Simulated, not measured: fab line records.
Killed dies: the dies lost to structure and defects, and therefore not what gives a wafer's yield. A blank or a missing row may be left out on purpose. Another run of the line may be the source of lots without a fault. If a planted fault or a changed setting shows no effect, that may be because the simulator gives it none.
A lot that was struck, set against a sound lot    flow nand harc    13 out of 1302 route steps
Sound: these wafers, L293.1, L293.2, L293.5. Wafers struck: L306.2, L306.4, L306.6. The cause comes at the end.
At each step with rows: each side's tool, then ch and its chambers, then its first start. Under that, the readings that differ: sound wafers    struck wafers    difference of the means    sigmas: that difference in standard deviations of wafers without a fault.
alike: words and numbers the same on both sides, and readings whose means are apart by under 2 such deviations; not compared: readings that were withheld, readings missing a value for some wafer, numbers with overlapping values and no deviation given by the record, and bounds like >300 which may hide the same value.
A row with sigmas, a row that says differs or no value, or rows on one side alone: a step with any of these is where the two part. Non-overlapping numbers with no deviation appear without sigmas and do not part them. A reading missing from all wafers of one side parts the sides only when that side holds two or more wafers.

NHARC_P_M1_INSPECT_27:
  sound: defect inspect-02 at day 6 19:54; struck: defect inspect-01 at day 12 10:48
  alike: raw defect count
NHARC_P_M1_PRE_CLEAN_32: time 12 s.
  sound on pecvd-03 ch 0,2, day 6 19:58; struck on pecvd-02 ch 0,1,2, day 12 10:53
  alike: heater power w
  not compared: since wet clean h
NHARC_P_M1_DEP_33: deposits SiCN, target thk 30 nm.
  sound on pecvd-03 ch 0,2, day 6 20:02; struck on pecvd-02 ch 0,1,2, day 12 10:59
  alike: heater power w
  not compared: since wet clean h
then, 8 steps without rows for these wafers: NHARC_P_M2_DEP_00 (deposits SiOC, target thk 182.5 nm); NHARC_P_M2_DEHYDRATE_01 (time 120 s); NHARC_P_M2_HMDS_02 (time 30 s); NHARC_P_M2_COAT_34 (time 65 s); NHARC_P_M2_COAT_03 (resist thk 90 nm); NHARC_P_M2_SOFTBAKE_04 (time 55 s); NHARC_P_M2_EBR_05; NHARC_P_M2_EXPOSE_06 (exposes mask P M2, target cd 170 nm).
NHARC_P_M2_PEB_07: peb time 65 s.
  sound on litho track-01 ch 0, day 6 21:24; struck on litho track-01, day 12 12:07
  no value came back on the struck wafers for chill plate temp C (C), exhaust pa (Pa), peb time s (s); on the sound wafers chill plate temp C (C) reads 22.96 22.90 23.05
then, 1 step without rows for these wafers: NHARC_P_M2_DEVELOP_08 (develop time 35 s).

WHERE THEY PART
At NHARC_P_M2_PEB_07 and nowhere else, as far as this record goes.

WHY: the cause the simulator had injected
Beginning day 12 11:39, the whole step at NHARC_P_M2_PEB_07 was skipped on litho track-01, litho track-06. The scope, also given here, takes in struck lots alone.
